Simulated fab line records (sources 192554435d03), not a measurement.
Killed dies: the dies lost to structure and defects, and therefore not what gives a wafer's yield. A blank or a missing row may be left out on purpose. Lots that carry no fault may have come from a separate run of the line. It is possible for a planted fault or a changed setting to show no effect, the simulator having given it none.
fab line records	flow n5-finfet
[record] lots = 6	wafers = 18	last-day = 17
route steps=1938 shown BEOL_M2@875 BEOL_M4@1111 PASSIVATION@1936
lots that met no fault: taken from a fault-free run of the same line
start-h: the number of hours between the record's first day and the start of the first shown wafer of the lot	wait-h: how many hours have passed since the lot's step before this one	" repeats the value in the row above	L1.1+2: several wafers, shown together as one row	- no value, or no start was given	* or withheld: withheld	< > ~ a bound
route shown NAME@n: names a module that has steps shown in the file, with the first one's number in the route	usual: mean/standard deviation of fault-free wafers	same: alike in all rows	chamber/n: place in a boat	sites: the reading at each site	_std_site: how widely they spread, as a standard deviation	_edge_site: outer sites' mean less inner sites'	radius-mm: how far each site lies from the wafer's centre	mask NAME#n: copy n	behind: the last tool/chamber to shape the wafer	hold: why the lot was held/for how many hours/how that ended	device: transistor that didn't switch, given as n, p or np	end of line: tests run on the same wafers once the route is complete	a step with no rows: only its recipe	killed: not the wafer's yield, but the dies lost to structure and defects at the first sort	map: dies across one wafer; x = killed, . = not, _ = none there
set.NAME: setting as actually run; set.NAME@STEP: the setting as run at that earlier step	model.NAME: the simulator's own value behind a step, which no gauge read
lots seen at some steps along the route; tables by step, rows by wafer
services: when a tool's chamber went out of use (start-h, in hours from the record's first day, below 0 if earlier), for how many hours, and the reason
[[steps]]
[step N5_BEOL_M2_DEVELOP_27]
[recipe] develop-time-s = 30	developer = TMAH	resist = CAR-EUV	rinse-liquid = surfactant-rinse	dry = air-spin	dev-temp-c = 23
[step N5_BEOL_M2_CD_MEAS_28]
[recipe] target-cd-nm = 26.2	landing-energy-ev = 500	detector = se-inlens	target-cd-y-nm = 24.1	polarity = opening
[usual] cd-nm = 26.21/0.24
lot.wafer	tool	chamber	start-h	wait-h	cd-nm
L252.3	cd-sem-02	0	164.95	-	26.33
L252.5	"	0	"	"	26.35
L252.6	"	0	"	"	26.38
L258.1	cd-sem-01	0	214.26	-	26.12
L258.5	"	0	"	"	26.46
L258.6	"	0	"	"	26.44
L259.1	cd-sem-02	0	219.32	-	26.24
L259.3	"	0	"	"	26.32
L259.5	"	0	"	"	26.29
L263.1	cd-sem-03	0	231.09	-	26.36
L263.5	"	0	"	"	26.24
L263.6	"	0	"	"	26.48
L264.3	cd-sem-03	0	239.38	-	25.82
L264.4	"	0	"	"	26.06
L264.6	"	0	"	"	26.09
L267.2	cd-sem-03	0	273.41	-	26.46
L267.5	"	0	"	"	26.23
L267.6	"	0	"	"	26.65
[step N5_BEOL_M2_OVL_MEAS_29]
[recipe] points-per-wafer = 522
[usual] V1_OVL = -0.4/0.69
[same] points-per-wafer = 522
lot.wafer	tool	chamber	start-h	wait-h	V1_OVL[nm]
L252.3	overlay-02	0	164.99	0.0	-1.5
L252.5	"	0	"	"	-1.8
L252.6	"	0	"	"	-0.3
L258.1	overlay-02	0	214.29	0.0	-0.6
L258.5	"	0	"	"	0.8
L258.6	"	0	"	"	0.0
L259.1	overlay-02	0	219.35	0.0	-0.4
L259.3	"	0	"	"	-1.1
L259.5	"	0	"	"	-0.4
L263.1	overlay-01	0	231.12	0.0	0.2
L263.5	"	0	"	"	0.1
L263.6	"	0	"	"	0.2
L264.3	overlay-01	0	239.41	0.0	-0.3
L264.4	"	0	"	"	-1.3
L264.6	"	0	"	"	-0.8
L267.2	overlay-02	0	273.44	0.0	0.6
L267.5	"	0	"	"	0.8
L267.6	"	0	"	"	-0.1
[step N5_BEOL_M2_INSPECT_30]
[recipe] mode = adi	inspect-instrument = brightfield
[usual] raw-defect-count = 389/82
lot.wafer	tool	chamber	start-h	wait-h	raw-defect-count
L252.3	defect-inspect-01	-	165.04	0.0	416
L252.5	"	-	"	"	288
L252.6	"	-	"	"	378
L258.1	defect-inspect-01	-	214.35	0.1	324
L258.5	"	-	"	"	363
L258.6	"	-	"	"	264
L259.1	defect-inspect-01	-	219.41	0.1	399
L259.3	"	-	"	"	351
L259.5	"	-	"	"	452
L263.1	defect-inspect-01	-	231.18	0.1	427
L263.5	"	-	"	"	348
L263.6	"	-	"	"	319
L264.3	defect-inspect-01	-	239.47	0.1	411
L264.4	"	-	"	"	308
L264.6	"	-	"	"	329
L267.2	defect-inspect-01	-	273.50	0.0	286
L267.5	"	-	"	"	278
L267.6	"	-	"	"	345
[step N5_BEOL_M2_DESCUM_33]
[recipe] chemistry = O2	time-s = 7	source-power-w = 50	bias-power-w = 20	pressure-mtorr = 20	rf-frequency-hz = 2.712e+07	temp-c = 40	resist = CAR-EUV	o2-flow-sccm = 225
[usual] drypump-motor-current-A = 5.6/0.46	oes-product-au = 0.76/0.061	rf-vpp-V = 243.5/1.3	showerhead-plenum-p-Torr = 2.12/0.058	throttle-valve-pct = 20.43/0.2
lot.wafer	tool	chamber	start-h	wait-h	drypump-motor-current-A	oes-product-au	rf-hours-counter-h	rf-vpp-V	showerhead-plenum-p-Torr	throttle-valve-pct
L252.3	rie-diel-04	0	165.07	0.0	6.1	0.74	166	243.5	2.10	20.76
L252.5	"	3	"	"	5.9	0.71	-	243.1	2.17	20.44
L252.6	"	2	"	"	6.1	0.70	-	242.0	2.08	20.36
L258.1	rie-diel-03	0	214.42	0.1	5.3	0.79	116	244.9	2.20	20.22
L258.5	"	1	"	"	5.3	0.75	-	243.6	2.09	20.18
L258.6	"	0	"	"	5.3	0.79	-	243.0	2.20	20.21
L259.1	rie-diel-04	0	219.44	0.0	6.1	0.73	187	242.0	2.09	20.81
L259.3	"	1	"	"	6.0	0.84	56	241.9	2.12	20.58
L259.5	"	3	"	"	5.9	0.70	-	243.9	2.16	20.45
L263.1	rie-diel-04	3	231.21	0.0	5.9	0.69	229	241.7	2.16	20.48
L263.5	"	0	"	"	6.1	0.72	-	244.4	2.09	20.79
L263.6	"	3	"	"	6.0	0.70	-	244.8	2.16	20.48
L264.3	rie-diel-01	2	239.50	0.0	4.8	0.70	203	241.3	2.00	20.63
L264.4	"	2	"	"	4.8	0.71	-	240.8	2.00	20.67
L264.6	"	0	"	"	5.8	0.75	-	243.3	2.09	20.43
L267.2	rie-diel-03	1	273.81	0.3	5.4	0.72	170	243.5	2.08	20.22
L267.5	"	1	"	"	5.4	0.73	-	242.3	2.08	20.20
L267.6	"	0	"	"	5.3	0.77	-	243.6	2.20	20.26
[step N5_BEOL_M2_ETCH_77]
[recipe] chemistry = N2/H2	target = underlayer	target-depth-a = 65	mask-material = CAR-EUV	time-s = 5.2	ion-energy-ev = 200	pressure-mtorr = 30	source-w = 840	bias-w = 150	n2-flow-sccm = 200	h2-flow-sccm = 200	ends = cleared
[usual] drypump-motor-current-A = 5.6/0.46	etch-rf-on-time-s = 5.20/0.1	n2-flow-sccm = 200.0/0.61	oes-product-au = 0.65/0.052	rf-vpp-V = 524.3/2.4	showerhead-plenum-p-Torr = 2.56/0.071	throttle-valve-pct = 17.79/0.19
lot.wafer	tool	chamber	start-h	wait-h	drypump-motor-current-A	etch-rf-on-time-s	n2-flow-sccm	oes-product-au	rf-hours-counter-h	rf-vpp-V	showerhead-plenum-p-Torr	throttle-valve-pct
L252.3	rie-diel-04	0	165.10	0.0	6.1	5.33	201.6	0.64	166	523.4	2.53	18.07
L252.5	"	3	"	"	6.0	5.18	200.2	0.62	-	526.1	2.62	17.74
L252.6	"	2	"	"	6.1	5.20	200.9	0.60	-	522.9	2.50	17.67
L258.1	rie-diel-03	0	214.46	0.0	5.3	5.29	200.5	0.67	116	526.8	2.65	17.53
L258.5	"	1	"	"	5.4	5.39	199.4	0.63	-	522.3	2.55	17.71
L258.6	"	0	"	"	5.4	5.33	200.1	0.66	-	528.0	2.65	17.50
L259.1	rie-diel-04	0	219.48	0.0	6.0	5.21	199.1	0.64	187	521.3	2.52	18.12
L259.3	"	1	"	"	6.0	5.13	199.8	0.71	56	524.2	2.59	17.96
L259.5	"	3	"	"	5.9	5.15	199.5	0.60	-	525.5	2.61	17.81
L263.1	rie-diel-04	3	231.25	0.0	5.9	5.18	199.6	0.60	229	526.6	2.60	17.84
L263.5	"	0	"	"	6.1	5.23	200.8	0.63	-	524.4	2.52	18.09
L263.6	"	3	"	"	6.0	5.22	199.5	0.60	-	526.5	2.60	17.82
L264.3	rie-diel-01	2	239.54	0.0	4.8	5.18	200.0	0.61	203	518.2	2.42	18.10
L264.4	"	2	"	"	4.8	5.19	200.0	0.60	-	521.1	2.43	18.08
L264.6	"	0	"	"	5.8	5.30	200.9	0.61	-	523.4	2.52	17.76
L267.2	rie-diel-03	1	273.84	0.0	5.4	5.45	200.5	0.62	170	522.9	2.54	17.71
L267.5	"	1	"	"	5.3	5.43	200.3	0.62	-	523.6	2.54	17.72
L267.6	"	0	"	"	5.3	5.33	200.5	0.67	-	529.3	2.65	17.54
[step N5_BEOL_M2_ETCH_69]
[recipe] chemistry = CF4	target = SiARC	target-depth-a = 156	mask-material = CAR-EUV	time-s = 26	ion-energy-ev = 80	pressure-mtorr = 40	source-w = 545	bias-w = 36	Ar_flow_sccm = 100	cf4-flow-sccm = 100	ends = cleared
[usual] cf4-flow-sccm = 100.0/0.36	drypump-motor-current-A = 5.6/0.46	etch-rf-on-time-s = 25.9/0.49	oes-product-au = 0.65/0.053	rf-vpp-V = 184.2/1.1	showerhead-plenum-p-Torr = 2.16/0.06	throttle-valve-pct = 15.59/0.15
lot.wafer	tool	chamber	start-h	wait-h	cf4-flow-sccm	drypump-motor-current-A	etch-rf-on-time-s	oes-product-au	rf-hours-counter-h	rf-vpp-V	showerhead-plenum-p-Torr	throttle-valve-pct
L252.3	rie-diel-04	0	165.12	0.0	99.9	6.1	26.8	0.64	166	183.8	2.13	15.85
L252.5	"	3	"	"	100.4	5.9	26.3	0.61	-	185.1	2.20	15.61
L252.6	"	2	"	"	100.0	6.1	26.4	0.59	-	181.9	2.11	15.58
L258.1	rie-diel-03	0	214.47	0.0	99.9	5.3	26.4	0.67	116	184.4	2.23	15.36
L258.5	"	1	"	"	100.0	5.4	27.3	0.63	-	184.6	2.14	15.42
L258.6	"	0	"	"	99.8	5.3	26.4	0.68	-	184.2	2.23	15.36
L259.1	rie-diel-04	0	219.49	0.0	100.0	6.1	26.1	0.63	187	185.5	2.13	15.89
L259.3	"	1	"	"	100.0	6.0	26.0	0.71	56	186.1	2.17	15.65
L259.5	"	3	"	"	100.0	5.9	25.7	0.61	-	185.4	2.20	15.65
L263.1	rie-diel-04	3	231.27	0.0	99.9	6.0	25.9	0.60	229	184.0	2.19	15.66
L263.5	"	0	"	"	99.7	6.1	26.1	0.63	-	184.2	2.12	15.90
L263.6	"	3	"	"	99.6	6.0	25.7	0.60	-	184.2	2.19	15.67
L264.3	rie-diel-01	2	239.56	0.0	99.8	4.8	25.9	0.61	203	184.5	2.04	15.77
L264.4	"	2	"	"	99.5	4.8	25.7	0.60	-	181.9	2.04	15.76
L264.6	"	0	"	"	100.6	5.8	26.1	0.62	-	183.5	2.13	15.55
L267.2	rie-diel-03	1	273.86	0.0	100.1	5.4	26.6	0.63	170	183.6	2.13	15.44
L267.5	"	1	"	"	99.9	5.4	26.7	0.63	-	183.6	2.13	15.45
L267.6	"	0	"	"	100.0	5.3	25.8	0.67	-	186.3	2.23	15.39
[step N5_BEOL_M2_ALD_98]
[recipe] material = SiO2	target-thk-a = 25	temp-c = 100	ald-precursor-family = BDEAS	ald-co-reactant = O2-plasma	pulse-time-s = 1	co-reactant-pulse-time-s = 1	purge-time-s = 2	co-reactant-purge-time-s = 2	ald-cycles = 17	pressure-torr = 2
[usual] heater-power-w = 76/6.7	precursor-pulse-height-rel = 1.000/0.021
[same] co-reactant-pulse-time-s = 1
lot.wafer	tool	chamber	start-h	wait-h	heater-power-w	precursor-pulse-height-rel
L252.3	ald-sin-03	3	165.20	0.1	69	0.996
L252.5	"	2	"	"	70	1.019
L252.6	"	1	"	"	78	0.995
L258.1	ald-sin-02	2	214.74	0.2	84	0.996
L258.5	"	3	"	"	76	0.982
L258.6	"	2	"	"	83	0.987
L259.1	ald-sin-02	3	219.58	0.1	78	0.995
L259.3	"	1	"	"	75	1.018
L259.5	"	3	"	"	76	1.022
L263.1	ald-sin-03	3	231.70	0.4	71	0.991
L263.5	"	1	"	"	77	1.009
L263.6	"	0	"	"	87	1.002
L264.3	ald-sin-04	2	239.64	0.1	84	0.975
L264.4	"	1	"	"	77	1.017
L264.6	"	1	"	"	76	1.004
L267.2	ald-sin-03	1	274.43	0.5	77	1.026
L267.5	"	0	"	"	87	0.960
L267.6	"	3	"	"	71	1.031
[step N5_BEOL_M2_ETCHBACK_99]
[recipe] chemistry = CHF3	target = SiO2	target-depth-a = 50	time-s = 10.4	source-w = 215	bias-w = 47	Ar_flow_sccm = 200	CHF3_flow_sccm = 12	ion-energy-ev = 100	pressure-mtorr = 30
[usual] drypump-motor-current-A = 5.7/0.44	oes-product-au = 0.76/0.066	rf-vpp-V = 239/4.8	showerhead-plenum-p-Torr = 2.18/0.066	throttle-valve-pct = 17.05/0.19
lot.wafer	tool	chamber	start-h	wait-h	drypump-motor-current-A	oes-product-au	rf-hours-counter-h	rf-vpp-V	showerhead-plenum-p-Torr	throttle-valve-pct
L252.3	rie-diel-01	2	167.23	2.0	4.8	0.72	174	245	2.06	17.18
L252.5	"	0	"	"	5.8	0.76	-	235	2.15	16.96
L252.6	"	3	"	"	6.2	0.85	-	235	2.30	16.96
L258.1	rie-diel-01	2	214.94	0.2	4.8	0.72	192	246	2.05	17.21
L258.5	"	0	"	"	5.8	0.74	-	234	2.14	17.00
L258.6	"	2	"	"	4.8	0.71	-	248	2.05	17.21
L259.1	rie-diel-01	0	220.90	1.3	5.8	0.75	177	235	2.14	16.99
L259.3	"	1	"	"	5.1	0.68	255	240	2.21	17.15
L259.5	"	1	"	"	5.1	0.69	-	239	2.21	17.15
L263.1	rie-diel-03	1	234.83	3.1	5.4	0.74	158	243	2.14	16.82
L263.5	"	0	"	"	5.3	0.77	-	236	2.25	16.86
L263.6	"	3	"	"	5.9	0.93	-	233	2.21	16.74
L264.3	rie-diel-04	3	243.40	3.7	6.0	0.69	234	242	2.21	17.13
L264.4	"	1	"	"	6.0	0.81	65	244	2.20	17.28
L264.6	"	0	"	"	6.1	0.72	-	239	2.13	17.33
L267.2	rie-diel-04	2	275.11	0.6	6.1	0.93	15	246	2.11	16.62
L267.5	"	1	"	"	6.0	0.81	-	244	2.19	17.30
L267.6	"	0	"	"	6.1	0.72	-	238	2.13	17.38
[step N5_BEOL_M2_ETCH_70]
[recipe] chemistry = N2/H2	target = SOC	target-depth-a = 800	overetch-a = 240	mask-material = SiARC	temp-c = 40	time-s = 130	ion-energy-ev = 200	pressure-mtorr = 30	source-w = 840	bias-w = 150	n2-flow-sccm = 200	h2-flow-sccm = 200
[step N5_BEOL_M2_STRIP_71]
[recipe] chemistry = N2/H2	temp-c = 40	n2-flow-sccm = 200	h2-flow-sccm = 200	rf-frequency-hz = 6e+07
[step N5_BEOL_M2_STRIP_78]
[recipe] chemistry = N2/H2	temp-c = 40	n2-flow-sccm = 200	h2-flow-sccm = 200	rf-frequency-hz = 6e+07
[step N5_BEOL_M2_VIA_ETCH_34]
[recipe] chemistry = C4F6/O2	target-depth-a = 694	mask-material = SOC	pressure-mtorr = 15	ion-energy-ev = 250	taper-deg = 4	time-s = 65.9	source-w = 350	bias-w = 170	Ar_flow_sccm = 300	C4F6_flow_sccm = 10	O2_flow_sccm = 10
[usual] drypump-motor-current-A = 5.7/0.45	oes-product-au = 0.76/0.065	rf-vpp-V = 662/12	showerhead-plenum-p-Torr = 2.87/0.084	throttle-valve-pct = 30.67/0.24
lot.wafer	tool	chamber	start-h	wait-h	drypump-motor-current-A	oes-product-au	rf-hours-counter-h	rf-vpp-V	showerhead-plenum-p-Torr	throttle-valve-pct	model.etch.depth-nm	model.SOC_of_BEOL_M2_COAT_67.thk-nm
L252.3	rie-diel-01	2	167.37	0.0	4.8	0.73	174	681	2.73	30.93	70.03	51.4
L252.5	"	0	"	"	5.8	0.76	-	648	2.84	30.59	70.52	51.4
L252.6	"	3	"	"	6.1	0.86	-	648	3.03	30.66	71.24	51.6
L258.1	rie-diel-01	2	215.08	0.0	4.8	0.73	192	680	2.72	30.95	71.42	51.4
L258.5	"	0	"	"	5.9	0.75	-	648	2.83	30.62	70.55	51.6
L258.6	"	2	"	"	4.8	0.64	-	679	2.72	30.92	57.86	53
L259.1	rie-diel-01	0	221.05	0.0	5.8	0.74	177	648	2.83	30.61	69.01	52
L259.3	"	1	"	"	5.1	0.61	255	663	2.92	30.84	56.92	53.4
L259.5	"	1	"	"	5.1	0.69	-	663	2.92	30.84	69.89	51.8
L263.1	rie-diel-03	1	234.97	0.0	5.4	0.74	158	672	2.82	30.31	68.22	51.8
L263.5	"	0	"	"	5.3	0.78	-	657	2.97	30.38	68.78	51.8
L263.6	"	3	"	"	5.9	0.94	-	641	2.92	30.49	70.8	51.2
L264.3	rie-diel-04	3	243.54	0.0	5.9	0.70	234	667	2.92	30.61	68.67	52
L264.4	"	1	"	"	6.0	0.83	65	679	2.90	31.16	70.5	51.8
L264.6	"	0	"	"	6.1	0.73	-	657	2.81	30.91	68.53	51.8
L267.2	rie-diel-04	2	275.25	0.0	6.1	0.93	15	678	2.80	30.32	70.78	51.8
L267.5	"	1	"	"	6.0	0.81	-	678	2.89	31.17	69.77	52
L267.6	"	0	"	"	6.1	0.72	-	658	2.81	30.90	68.58	52.2
[step N5_BEOL_M2_STRIP_83]
[recipe] chemistry = C4F6/O2	resist = SiARC	rf-frequency-hz = 6e+07
[step N5_BEOL_M4_RC_MEAS_101]
[usual] DIBL_N = 36.2/1.7	DIBL_P = 36.2/2.2	IOFF_N = 0.16/0.035	IOFF_P = 0.21/0.042	ION_N = 673/13	ION_P = 462/7.9	SS_N = 71.4/0.59	SS_P = 73.2/0.7	VT_N = 250/3.6	VT_P = -251/3.5
lot.wafer	tool	chamber	start-h	wait-h	DIBL_N[mV/V]	DIBL_P[mV/V]	IOFF_N[nA/um]	IOFF_P[nA/um]	ION_N[uA/um]	ION_P[uA/um]	SS_N[mV/dec]	SS_P[mV/dec]	VT_N[mV]	VT_P[mV]
L252.3	prober-01	0	196.63	0.3	35.3	36.4	0.14	0.18	661	445	71.4	72.7	250	-253
L252.5	"	0	"	"	35.8	37.2	0.17	0.19	664	454	71.8	73.8	250	-253
L252.6	"	0	"	"	35.0	36.2	0.15	0.19	660	452	71.3	73.7	249	-252
L258.1	prober-02	0	244.11	0.0	36.4	36.5	0.14	0.18	672	457	70.7	73.1	250	-256
L258.5	"	0	"	"	36.0	36.5	0.13	0.18	668	458	70.6	74.5	250	-254
L258.6	"	0	"	"	36.7	36.5	0.15	0.19	678	465	71.2	73.4	253	-253
L259.1	prober-02	0	247.81	0.0	35.6	34.2	0.13	0.17	675	455	71.1	72.4	252	-256
L259.3	"	0	"	"	33.0	31.8	0.10	0.14	662	457	69.9	72.5	256	-256
L259.5	"	0	"	"	34.5	32.8	0.12	0.15	661	453	70.9	72.1	255	-257
L263.1	prober-02	0	276.94	0.0	35.1	35.7	0.15	0.21	662	457	71.4	72.8	250	-249
L263.5	"	0	"	"	34.8	35.5	0.15	0.21	669	461	71.2	72.5	249	-251
L263.6	"	0	"	"	37.0	37.2	0.18	0.24	681	465	71.5	73.2	247	-249
L264.3	prober-02	0	281.42	0.3	35.0	34.2	0.13	0.16	657	450	71.1	72.9	251	-256
L264.4	"	0	"	"	34.6	33.9	0.12	0.16	664	457	70.7	72.8	253	-254
L264.6	"	0	"	"	34.0	33.8	0.12	0.16	662	454	71.3	73.0	254	-255
L267.2	prober-01	0	302.35	0.2	37.6	36.4	0.15	0.23	666	464	71.0	72.8	252	-248
L267.5	"	0	"	"	36.7	34.8	0.15	0.21	678	466	71.3	72.7	248	-251
L267.6	"	0	"	"	36.3	34.9	0.13	0.20	673	466	71.0	73.6	252	-249
[step N5_PASSIVATION_PROBE_49]
[usual] defect-limited-yield = 91.4/1.4	killed_at_M0_to_M3 = 31/10	killed_at_M4_up = 14/5.6	killed-at-contacts = 13/6.3	killed-at-front-end = 39/10	killed-at-other = 4/3.1	killed-dies = 101/16	killed-open = 65/13	killed-short = 34/7.2	sort_bin_5_function = 5.1/0.88	sort_bin_6_memory = 3.2/0.66	sort-n-pass = 1079/16	sort-yield-pct = 91.4/1.4
[same] gross-dies = 1180	killed-at-back-side = 0	sort_bin_4_leakage[%] = 0	sort_bin_8_speed[%] = 0
lot.wafer	tool	chamber	start-h	wait-h	defect-limited-yield[%]	killed_at_M0_to_M3	killed_at_M4_up	killed-at-contacts	killed-at-front-end	killed-at-other	killed-dies	killed-open	killed-short	sort_bin_5_function[%]	sort_bin_6_memory[%]	sort-n-pass	sort-yield-pct[%]
L252.3	prober-01	-	294.90	0.1	93.5	30	11	4	27	5	77	46	31	3.7	2.7	1103	93.5
L252.5	prober-01	-	295.00	0.2	93.1	18	9	10	40	5	82	48	34	4.2	2.5	1098	93.1
L252.6	prober-01	-	295.05	0.3	93.3	21	12	9	35	2	79	54	25	4.5	2.1	1101	93.3
L258.1	prober-01	-	346.54	0.0	90.2	33	14	25	43	1	116	85	30	6.7	2.7	1064	90.2
L258.5	prober-01	-	346.74	0.2	91.2	25	14	16	46	3	104	68	31	5.4	2.8	1076	91.2
L258.6	prober-01	-	346.79	0.3	89.9	48	15	28	27	1	119	80	39	5.8	4.1	1061	89.9
L259.1	prober-02	-	356.01	0.0	89.2	48	22	11	46	0	127	81	41	5.8	4.6	1053	89.2
L259.3	prober-02	-	356.11	0.1	91.4	24	21	8	45	4	102	59	38	5.3	3.2	1078	91.4
L259.5	prober-02	-	356.21	0.2	90.5	27	15	11	53	6	112	75	34	5.2	4.3	1068	90.5
L263.1	prober-02	-	388.02	0.0	90.8	32	21	7	41	8	109	71	38	4.9	3.9	1071	90.8
L263.5	prober-02	-	388.22	0.2	89.9	44	14	15	42	4	119	78	41	6.3	3.3	1061	89.9
L263.6	prober-02	-	388.27	0.3	91.1	38	12	4	51	0	105	62	42	4.8	3.6	1075	91.1
L267.2	prober-02	-	405.22	0.1	91.1	27	17	13	43	5	105	54	48	5.2	3.1	1075	91.1
L267.5	prober-02	-	405.37	0.2	92.2	34	8	8	38	4	92	60	31	5.1	2.3	1088	92.2
L267.6	prober-02	-	405.42	0.3	91.9	25	16	10	43	2	96	52	38	4.0	3.1	1084	91.9
// killed by level:class
L252.3 BEOL_M3:geometric-particle:open=11 FIN_SAQP:geometric-particle:short=9 BEOL_M0_SAQP:geometric-particle:open=8 BEOL_M8:geometric-particle:open=4 STI_FIN_REVEAL:geometric-particle:open=4 BEOL_M0_SAQP:geometric-particle:short=4 STARTING-WAFER:geometric-particle:short=3 DUMMY_GATE:geometric-particle:open=2
L252.5 FIN_SAQP:geometric-particle:short=14 FIN_SAQP:geometric-particle:open=13 MOL_CONTACT_COAG:geometric-particle:open=8 BEOL_M0_SAQP:geometric-particle:short=8 BEOL_M0_SAQP:geometric-particle:open=5 BEOL_M4:geometric-particle:open=4 STI_FIN_REVEAL:geometric-particle:open=3 STARTING-WAFER:geometric-particle:short=3
L252.6 FIN_SAQP:geometric-particle:open=10 GATE_CUT:geometric-particle:short=8 MOL_CONTACT_COAG:geometric-particle:open=8 BEOL_M0_SAQP:geometric-particle:short=6 BEOL_M0_SAQP:geometric-particle:open=5 FIN_SAQP:geometric-particle:short=4 BEOL_M5:geometric-particle:open=4 BEOL_M2:geometric-particle:open=4
L258.1 MOL_CONTACT_COAG:geometric-particle:open=22 BEOL_M4:geometric-particle:open=11 BEOL_M0_SAQP:geometric-particle:open=10 FIN_SAQP:geometric-particle:short=9 BEOL_M2:geometric-particle:open=8 FIN_SAQP:geometric-particle:open=6 GATE_CUT:geometric-particle:open=6 BEOL_M0_SAQP:geometric-particle:short=5
L258.5 MOL_CONTACT_COAG:geometric-particle:open=13 FIN_SAQP:geometric-particle:open=8 FIN_SAQP:geometric-particle:short=8 STI_FIN_REVEAL:geometric-particle:open=8 BEOL_M0_SAQP:geometric-particle:open=7 STARTING-WAFER:geometric-particle:open=5 BEOL_M0_SAQP:geometric-particle:short=4 GATE_CUT:geometric-particle:short=4
L258.6 MOL_CONTACT_COAG:geometric-particle:open=23 BEOL_M0_SAQP:geometric-particle:short=10 BEOL_M0_SAQP:geometric-particle:open=9 BEOL_M4:geometric-particle:open=7 BEOL_M3:geometric-particle:open=7 FIN_SAQP:geometric-particle:short=6 BEOL_M0:geometric-particle:open=6 BEOL_M2:geometric-particle:open=6
L259.1 BEOL_M0_SAQP:geometric-particle:open=17 BEOL_M0_SAQP:geometric-particle:short=11 BEOL_M4:geometric-particle:open=10 FIN_SAQP:geometric-particle:open=9 MOL_CONTACT_COAG:geometric-particle:open=8 BEOL_M2:geometric-particle:open=8 DUMMY_GATE:geometric-particle:open=7 GATE_CUT:geometric-particle:short=5
L259.3 STI_FIN_REVEAL:geometric-particle:open=8 BEOL_M0_SAQP:geometric-particle:short=7 DUMMY_GATE:geometric-particle:open=7 FIN_SAQP:geometric-particle:short=6 MOL_CONTACT_COAG:geometric-particle:open=6 BEOL_M0_SAQP:geometric-particle:open=6 BEOL_M4:geometric-particle:open=6 FIN_SAQP:geometric-particle:open=5
L259.5 DUMMY_GATE:geometric-particle:open=12 FIN_SAQP:geometric-particle:open=11 MOL_CONTACT_COAG:geometric-particle:open=11 FIN_SAQP:geometric-particle:short=9 BEOL_M2:geometric-particle:open=8 BEOL_M4:geometric-particle:open=7 BEOL_M3:geometric-particle:open=6 STARTING-WAFER:geometric-particle:open=6
L263.1 FIN_SAQP:geometric-particle:short=9 BEOL_M5:geometric-particle:open=9 BEOL_M0_SAQP:geometric-particle:open=8 FIN_SAQP:geometric-particle:open=6 STI_FIN_REVEAL:geometric-particle:open=6 BEOL_M1:geometric-particle:open=6 DUMMY_GATE:geometric-particle:open=5 STARTING-WAFER:geometric-particle:short=5
L263.5 MOL_CONTACT_COAG:geometric-particle:open=14 BEOL_M0_SAQP:geometric-particle:short=13 FIN_SAQP:geometric-particle:open=12 FIN_SAQP:geometric-particle:short=9 STI_FIN_REVEAL:geometric-particle:open=6 BEOL_M1:geometric-particle:open=6 BEOL_M3:geometric-particle:open=6 BEOL_M0_SAQP:geometric-particle:open=5
L263.6 FIN_SAQP:geometric-particle:open=16 BEOL_M0_SAQP:geometric-particle:short=13 FIN_SAQP:geometric-particle:short=10 BEOL_M1:geometric-particle:open=10 ILD0:geometric-particle:short=5 BEOL_M0_SAQP:geometric-particle:open=5 BEOL_M2:geometric-particle:open=5 GATE_CUT:geometric-particle:short=4
L267.2 FIN_SAQP:geometric-particle:short=17 BEOL_M0_SAQP:geometric-particle:short=11 FIN_SAQP:geometric-particle:open=10 MOL_CONTACT_COAG:geometric-particle:open=8 BEOL_M4:geometric-particle:open=8 BEOL_M0_SAQP:geometric-particle:open=7 GATE_CUT:geometric-particle:short=5 MOL_CONTACT_COAG:geometric-particle:short=5
L267.5 FIN_SAQP:geometric-particle:open=8 GATE_CUT:geometric-particle:short=8 BEOL_M2:geometric-particle:open=8 MOL_CONTACT_COAG:geometric-particle:open=7 BEOL_M1:geometric-particle:open=5 BEOL_M0_SAQP:geometric-particle:open=5 BEOL_M0_SAQP:geometric-particle:short=5 FIN_SAQP:geometric-particle:short=4
L267.6 BEOL_M4:geometric-particle:open=8 GATE_CUT:geometric-particle:short=7 MOL_CONTACT_COAG:geometric-particle:open=7 BEOL_M1:geometric-particle:open=7 FIN_SAQP:geometric-particle:short=6 FIN_SAQP:geometric-particle:open=6 BEOL_M2:geometric-particle:open=6 STARTING-WAFER:geometric-particle:open=5
[[services]]
tool	chamber	start-h	hours	kind
rie-diel-03	-	150.21	4.3	pm
ald-sin-04	2	153.16	4.9	repair
rie-diel-04	1	161.52	5.3	repair
ald-sin-04	2	164.78	9.2	repair
ald-sin-02	-	177.10	14.0	pm
rie-diel-03	3	180.27	-	clean
rie-diel-03	3	180.27	-	consumable-replace:focus-ring
rie-diel-03	3	180.27	28.1	scheduled-down
rie-diel-03	3	180.27	28.1	vent-cycle
rie-diel-01	3	191.98	14.3	repair
ald-sin-02	2	202.32	6.5	repair
ald-sin-04	-	210.03	6.0	pm
rie-diel-04	2	210.28	-	clean
rie-diel-04	2	210.28	-	consumable-replace:focus-ring
rie-diel-04	2	210.28	22.0	scheduled-down
rie-diel-04	2	210.28	22.0	vent-cycle
rie-diel-03	-	211.67	1.7	repair
ald-sin-03	-	257.31	1.2	repair
rie-diel-01	1	257.44	-	clean
rie-diel-01	1	257.44	-	consumable-replace:focus-ring
rie-diel-01	1	257.44	24.3	scheduled-down
rie-diel-01	1	257.44	24.3	vent-cycle
ald-sin-02	0	272.94	9.0	repair
ald-sin-03	2	274.96	19.2	repair
[[key]]
first-sign none at tools or gauges
[model-effect] step = N5_BEOL_M2_VIA_ETCH_34	value = etch.depth-nm	without = 70.11	struck = 57.39
met-at N5_BEOL_M2_VIA_ETCH_34
struck-wafers L258.6,L259.3
onset-between 167.37 215.08
[fault] kind = process-parameter-drift	tool = rie-diel-01	chamber = -	onset-h = 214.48	steps = N5_BEOL_M2_VIA_ETCH_34	channel = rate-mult	offset = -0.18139	shape = step	end-h = 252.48	scope = struck-wafers-only
